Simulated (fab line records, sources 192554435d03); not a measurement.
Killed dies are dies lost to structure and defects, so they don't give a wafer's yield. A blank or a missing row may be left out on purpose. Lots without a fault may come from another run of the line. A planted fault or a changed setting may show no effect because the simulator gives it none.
fab line records | flow n5_finfet
record lots=10 wafers=30 last_day=17
route steps=1938 shown STI_FIN_REVEAL@183 DUMMY_GATE@214 BEOL_M4@1111 PASSIVATION@1936
lots that met no fault: from a run of the same line without faults
start_h: hours from the record's first day to the start of the lot's first wafer shown | wait_h: hours since the lot's step before | " the same as in the row above | L1.1+2: a row that stands for several wafers | - no value, or no start given | * or withheld: withheld | < > ~ a bound
route shown NAME@n: a module of which the file shows steps, and the number in the route of the first | usual: mean/standard deviation of fault-free wafers | same: alike in all rows | chamber/n: place in a boat | sites: the reading at each site | _std_site: their standard deviation | _edge_site: outer sites' mean less inner sites' | radius_mm: how far each site lies from the wafer's centre | mask NAME#n: copy n | behind: the tool/chamber that last shaped the wafer | hold: why the lot was held/for how many hours/how that ended | device: the transistor (n, p or np) that didn't switch | end of line: the same wafers' tests at the end of the route | a step without rows: its recipe alone | killed: dies lost to structure and defects at the first sort, not the wafer's yield | map: a wafer's dies, x killed, . not, _ none there
set.NAME: the setting as run; set.NAME@STEP: as run at that earlier step | model.NAME: the simulator's own value behind a step, which no gauge read
steps of the route over a sample of lots; a table a step, a row a wafer
services: from which hour (start_h, from the record's first day; less than 0 if before it) a tool's chamber was out of use, for how many hours, and why
## steps
# step N5_STI_FIN_REVEAL_ALD_00
# recipe material=SiO2 target_thk_a=10 temp_c=300 ald_precursor_family=BDEAS ald_co_reactant=O2-plasma pulse_time_s=1 pressure_torr=2
# usual heater_power_w=470/65 precursor_pulse_height_rel=1.002/0.019 susceptor_temp_C=300.00/0.2
# same pulse_time_s=1
# columns lot.wafer tool chamber start_h wait_h heater_power_w precursor_pulse_height_rel susceptor_temp_C
L887.1 ald_sin-03 3 29.41 0.0 504 1.010 300.22
L887.2 " 1 " " 479 0.962 299.78
L887.3 " 0 " " 498 0.990 300.22
L893.2 ald_sin-04 3 68.21 0.0 384 0.984 300.08
L893.3 " 2 " " 572 1.045 299.84
L893.6 " 3 " " 379 0.955 299.97
L895.2 ald_sin-03 3 77.86 0.0 512 1.003 299.98
L895.3 " 1 " " 502 1.000 299.84
L895.5 " 0 " " 489 1.011 299.95
L896.2 ald_sin-04 2 82.80 0.1 573 1.021 299.94
L896.3 " 1 " " 488 1.004 299.95
L896.6 " 1 " " 474 1.027 300.34
L897.1 ald_sin-04 3 89.10 0.7 400 1.041 300.16
L897.5 " 1 " " 473 0.996 299.97
L897.6 " 0 " " 351 0.993 299.66
L898.2 ald_sin-04 2 96.50 0.1 564 1.038 300.17
L898.3 " 3 " " 385 1.016 299.66
L898.4 " 1 " " 484 1.005 300.17
L899.1 ald_sin-03 1 101.08 1.1 537 0.981 299.94
L899.3 " 0 " " 523 0.993 299.94
L899.4 " 2 " " 489 1.043 300.11
L901.2 ald_sin-04 3 111.87 0.0 396 1.010 299.65
L901.3 " 2 " " 577 1.029 300.29
L901.5 " 3 " " 389 1.000 299.87
L908.1 ald_sin-03 1 153.93 0.0 541 0.977 300.11
L908.2 " 2 " " 485 1.006 299.84
L908.4 " 3 " " 509 1.022 300.03
L910.1 ald_sin-04 1 167.28 0.0 482 1.042 300.13
L910.2 " 2 " " 571 1.013 299.84
L910.6 " 1 " " 478 0.997 300.29
# step N5_STI_FIN_REVEAL_DENSIFY_30
# recipe temp_c=* time_s=* ambient=N2 idle_temp_c=600 ramp_up_c_per_s=150 ramp_down_c_per_s=60 cool_to_c=600
# usual lamp_power_pct=11.53/0.053 wafer_temp_C_max=*
# columns lot.wafer tool chamber start_h wait_h lamp_power_pct wafer_temp_C_max
L887.1 rtp_anneal-02 0 34.83 0.0 11.58 *
L887.2 " 0 " " 11.36 *
L887.3 " 0 " " 11.49 *
L893.2 rtp_anneal-02 0 73.66 0.1 11.52 *
L893.3 " 0 " " 11.49 *
L893.6 " 0 " " 11.63 *
L895.2 rtp_anneal-01 0 83.31 0.1 11.58 *
L895.3 " 0 " " 11.52 *
L895.5 " 0 " " 11.55 *
L896.2 rtp_anneal-02 0 89.07 0.1 11.46 *
L896.3 " 0 " " 11.44 *
L896.6 " 0 " " 11.50 *
L897.1 rtp_anneal-01 0 94.52 0.0 11.42 *
L897.5 " 0 " " 11.47 *
L897.6 " 0 " " 11.61 *
L898.2 rtp_anneal-02 0 102.00 0.1 11.56 *
L898.3 " 0 " " 11.53 *
L898.4 " 0 " " 11.51 *
L899.1 rtp_anneal-01 0 106.49 0.0 11.52 *
L899.3 " 0 " " 11.58 *
L899.4 " 0 " " 11.57 *
L901.2 rtp_anneal-02 0 117.31 0.1 11.53 *
L901.3 " 0 " " 11.45 *
L901.5 " 0 " " 11.56 *
L908.1 rtp_anneal-02 0 159.50 0.2 11.53 *
L908.2 " 0 " " 11.57 *
L908.4 " 0 " " 11.56 *
L910.1 rtp_anneal-02 0 172.75 0.1 11.48 *
L910.2 " 0 " " 11.56 *
L910.6 " 0 " " 11.60 *
# step N5_STI_FIN_REVEAL_INSPECT_13
# recipe inspect_instrument=darkfield mode=post_clean
# usual raw_defect_count=11/4.4
# columns lot.wafer tool chamber start_h wait_h raw_defect_count
L887.1 defect_inspect-02 - 38.14 0.0 13
L887.2 " - " " 12
L887.3 " - " " 10
L893.2 defect_inspect-01 - 76.90 0.0 6
L893.3 " - " " 8
L893.6 " - " " 13
L895.2 defect_inspect-01 - 86.53 0.0 16
L895.3 " - " " 14
L895.5 " - " " 13
L896.2 defect_inspect-02 - 92.34 0.0 9
L896.3 " - " " 10
L896.6 " - " " 13
L897.1 defect_inspect-02 - 97.77 0.0 11
L897.5 " - " " 11
L897.6 " - " " 12
L898.2 defect_inspect-01 - 105.22 0.0 11
L898.3 " - " " 21
L898.4 " - " " 23
L899.1 defect_inspect-01 - 109.84 0.0 8
L899.3 " - " " 14
L899.4 " - " " 10
L901.2 defect_inspect-01 - 120.65 0.0 15
L901.3 " - " " 12
L901.5 " - " " 9
L908.1 defect_inspect-01 - 163.29 0.0 15
L908.2 " - " " 7
L908.4 " - " " 23
L910.1 defect_inspect-01 - 176.01 0.0 10
L910.2 " - " " 4
L910.6 " - " " 5
# step N5_DUMMY_GATE_ALD_02
# recipe material=SiO2 target_thk_a=20 temp_c=300 ald_precursor_family=BDEAS ald_co_reactant=O2-plasma pulse_time_s=1 pressure_torr=2
# usual heater_power_w=478/34 precursor_pulse_height_rel=1.001/0.017 susceptor_temp_C=300.01/0.19
# same pulse_time_s=1
# columns lot.wafer tool chamber start_h wait_h heater_power_w precursor_pulse_height_rel susceptor_temp_C
L887.1 ald_sin-02 2 38.38 0.2 431 0.994 299.87
L887.2 " 1 " " 488 1.010 300.04
L887.3 " 3 " " 481 0.991 300.09
L893.2 ald_sin-02 2 76.99 0.0 429 0.985 299.85
L893.3 " 1 " " 490 1.000 300.21
L893.6 " 0 " " 473 0.990 300.27
L895.2 ald_sin-01 0 86.63 0.0 452 1.029 299.86
L895.3 " 1 " " 454 0.999 300.10
L895.5 " 0 " " 447 1.037 300.08
L896.2 ald_sin-01 3 92.76 0.4 535 1.017 300.22
L896.3 " 2 " " 456 0.965 299.93
L896.6 " 2 " " 454 0.971 300.03
L897.1 ald_sin-01 1 100.51 2.7 452 0.993 299.75
L897.5 " 3 " " 542 1.012 300.03
L897.6 " 0 " " 461 0.988 300.09
L898.2 ald_sin-01 2 105.71 0.4 441 0.981 296.16
L898.3 " 0 " " 448 1.005 296.22
L898.4 " 1 " " 435 0.964 296.38
L899.1 ald_sin-03 0 109.94 0.0 506 1.012 299.78
L899.3 " 1 " " 543 1.002 300.28
L899.4 " 2 " " 482 0.995 300.17
L901.2 ald_sin-01 0 120.74 0.0 439 1.007 296.09
L901.3 " 3 " " 518 1.003 296.25
L901.5 " 0 " " 428 1.009 296.20
L908.1 ald_sin-02 0 163.38 0.0 495 1.015 300.24
L908.2 " 2 " " 425 0.995 300.09
L908.4 " 3 " " 511 1.003 300.00
L910.1 ald_sin-03 2 176.10 0.0 487 0.988 300.18
L910.2 " 1 " " 539 1.001 299.87
L910.6 " 1 " " 558 0.971 300.08
# step N5_BEOL_M4_RC_MEAS_101
# usual DIBL_N=35.8/1.6 DIBL_P=36.0/2.1 IOFF_N=0.153/0.026 IOFF_P=0.21/0.037 ION_N=673/11 ION_P=462/7.6 SS_N=71.4/0.53 SS_P=73.2/0.67 VT_N=250/3.2 VT_P=-250/3.7
# columns lot.wafer tool chamber start_h wait_h DIBL_N[mV/V] DIBL_P[mV/V] IOFF_N[nA/um] IOFF_P[nA/um] ION_N[uA/um] ION_P[uA/um] SS_N[mV/dec] SS_P[mV/dec] VT_N[mV] VT_P[mV]
L887.1 prober-02 0 169.42 0.0 37.3 39.2 0.188 0.26 684 476 70.9 74.0 245 -248
L887.2 " 0 " " 33.5 33.7 0.117 0.17 662 463 71.1 72.5 256 -251
L887.3 " 0 " " 37.9 38.8 0.207 0.27 700 476 71.1 74.2 243 -245
L893.2 prober-02 0 207.61 0.2 37.0 38.7 0.192 0.25 690 467 71.4 73.6 248 -247
L893.3 " 0 " " 35.2 35.6 0.153 0.20 680 464 71.2 73.2 250 -253
L893.6 " 0 " " 35.6 36.5 0.159 0.21 670 463 71.8 72.8 252 -250
L895.2 prober-02 0 211.20 0.2 33.3 32.7 0.107 0.16 663 457 71.0 72.5 257 -256
L895.3 " 0 " " 36.3 35.2 0.143 0.18 666 453 71.6 73.1 254 -251
L895.5 " 0 " " 35.0 33.4 0.119 0.17 652 448 71.0 73.6 255 -253
L896.2 prober-01 0 224.95 0.2 35.2 35.2 0.136 0.18 671 462 71.4 73.4 250 -252
L896.3 " 0 " " 35.3 35.7 0.153 0.20 688 468 70.8 72.8 249 -249
L896.6 " 0 " " 36.4 37.6 0.168 0.22 688 469 71.9 72.6 246 -248
L897.1 prober-01 0 240.45 0.0 36.1 38.3 0.179 0.27 676 469 71.6 74.0 250 -243
L897.5 " 0 " " 35.8 37.3 0.177 0.27 675 474 71.6 74.0 247 -244
L897.6 " 0 " " 35.7 36.3 0.165 0.23 670 467 71.9 72.8 248 -248
L899.1 prober-02 0 240.69 0.0 33.4 32.2 0.113 0.16 656 449 71.4 71.8 254 -252
L899.3 " 0 " " 33.7 32.9 0.112 0.17 659 457 70.6 72.4 255 -251
L899.4 " 0 " " 36.6 37.2 0.168 0.23 684 465 71.2 73.2 249 -248
L898.2 prober-01 0 245.42 0.2 35.2 36.0 0.160 0.18 670 455 71.9 73.3 251 -252
L898.3 " 0 " " 37.1 39.2 0.186 0.24 670 452 71.4 74.0 246 -250
L898.4 " 0 " " 36.0 37.5 0.160 0.22 675 460 71.9 73.7 249 -251
L901.2 prober-02 0 249.67 0.2 38.2 38.4 0.195 0.25 687 470 71.4 74.1 247 -247
L901.3 " 0 " " 36.9 36.4 0.161 0.22 676 463 71.7 73.1 248 -247
L901.5 " 0 " " 35.5 36.7 0.151 0.23 679 468 71.4 73.3 249 -247
L908.1 prober-02 0 302.40 0.0 37.5 38.2 0.156 0.21 668 458 71.6 73.6 251 -251
L908.2 " 0 " " 38.3 39.0 0.157 0.24 672 469 71.8 74.3 252 -250
L908.4 " 0 " " 38.3 38.8 0.167 0.22 674 458 71.5 73.8 248 -249
L910.1 prober-01 0 306.13 0.0 38.3 36.3 0.182 0.21 675 454 71.5 73.9 248 -251
L910.2 " 0 " " 34.6 32.5 0.124 0.17 668 456 71.3 72.6 254 -253
L910.6 " 0 " " 35.0 33.8 0.136 0.18 665 461 71.1 73.1 249 -253
# step N5_PASSIVATION_PROBE_49
# usual defect_limited_yield=91.3/1.5 killed_at_M0_to_M3=33/12 killed_at_M4_up=13/5.2 killed_at_contacts=13/6.7 killed_at_front_end=40/11 killed_at_other=4.1/2.7 killed_dies=103/17 killed_open=69/13 killed_short=33/8.4 sort_bin_5_function=5.1/1 sort_bin_6_memory=3.2/0.62 sort_n_pass=1077/17 sort_yield_pct=91.3/1.5
# same gross_dies=1180 killed_at_back_side=0 sort_bin_4_leakage[%]=0 sort_bin_8_speed[%]=0
# columns lot.wafer tool chamber start_h wait_h defect_limited_yield[%] killed_at_M0_to_M3 killed_at_M4_up killed_at_contacts killed_at_front_end killed_at_other killed_dies killed_open killed_short sort_bin_5_function[%] sort_bin_6_memory[%] sort_n_pass sort_yield_pct[%]
L898.2 prober-01 - 358.59 0.8 91.9 22 12 18 42 1 95 63 32 5.0 2.6 1085 91.9
L898.3 prober-01 - 358.64 0.8 88.1 29 6 21 82 2 140 97 41 7.8 3.7 1040 88.1
L898.4 prober-01 - 358.69 0.9 92.0 20 8 23 39 4 94 66 27 4.4 3.2 1086 92.0
# killed by level:class
L898.2 MOL_CONTACT_COAG:geometric_particle:open=14 FIN_SAQP:geometric_particle:short=10 FIN_SAQP:geometric_particle:open=8 BEOL_M1:geometric_particle:open=7 BEOL_M2:geometric_particle:open=7 GATE_CUT:geometric_particle:short=6 BEOL_M4:geometric_particle:open=6 MOL_CONTACT_COAG:geometric_particle:short=4
L898.3 STI_FIN_REVEAL:geometric_particle:open=31 MOL_CONTACT_COAG:geometric_particle:open=14 BEOL_M3:geometric_particle:open=11 FIN_SAQP:geometric_particle:short=7 MOL_CONTACT_COAG:geometric_particle:short=7 DUMMY_GATE:geometric_particle:open=6 GATE_CUT:geometric_particle:short=6 FIN_SAQP:geometric_particle:open=5
L898.4 MOL_CONTACT_COAG:geometric_particle:open=20 GATE_CUT:geometric_particle:short=13 STI_FIN_REVEAL:geometric_particle:open=9 BEOL_M2:geometric_particle:open=8 BEOL_M1:geometric_particle:open=5 FIN_SAQP:geometric_particle:open=4 MOL_CONTACT_COAG:geometric_particle:short=3 BEOL_M3:geometric_particle:open=3
## services
# columns tool chamber start_h hours kind
ald_sin-02 0 7.98 - clean
ald_sin-02 1 7.98 - clean
ald_sin-02 2 7.98 - clean
ald_sin-02 3 7.98 - clean
ald_sin-03 0 13.98 3.0 repair
ald_sin-01 2 26.50 3.3 repair
ald_sin-03 3 32.30 27.2 repair
ald_sin-03 - 55.78 0.5 repair
ald_sin-03 3 63.97 3.4 repair
rtp_anneal-02 - 77.37 4.4 pm
ald_sin-03 - 87.08 14.0 pm
ald_sin-03 0 87.08 14.0 vent_cycle
ald_sin-03 1 87.08 14.0 vent_cycle
ald_sin-03 2 87.08 14.0 vent_cycle
ald_sin-03 3 87.08 14.0 vent_cycle
ald_sin-03 0 101.08 - clean
ald_sin-03 1 101.08 - clean
ald_sin-03 2 101.08 - clean
ald_sin-03 3 101.08 - clean
## key
first_sign step=N5_DUMMY_GATE_ALD_02 reading=susceptor_temp_C direction=down sigmas=20 usual=* struck=*
effect none on later readings
met_at N5_DUMMY_GATE_ALD_02
struck_lots L898,L901
not_acting_at N5_STI_FIN_REVEAL_ALD_00,N5_STI_FIN_REVEAL_DENSIFY_30,N5_STI_FIN_REVEAL_INSPECT_13
onset_between 100.51 105.71
fault kind=process_parameter_drift tool=ald_sin-01 chamber=- onset_h=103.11 steps=N5_DUMMY_GATE_ALD_02 channel=temp_c offset=* shape=step end_h=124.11 acts_in=* stated=*
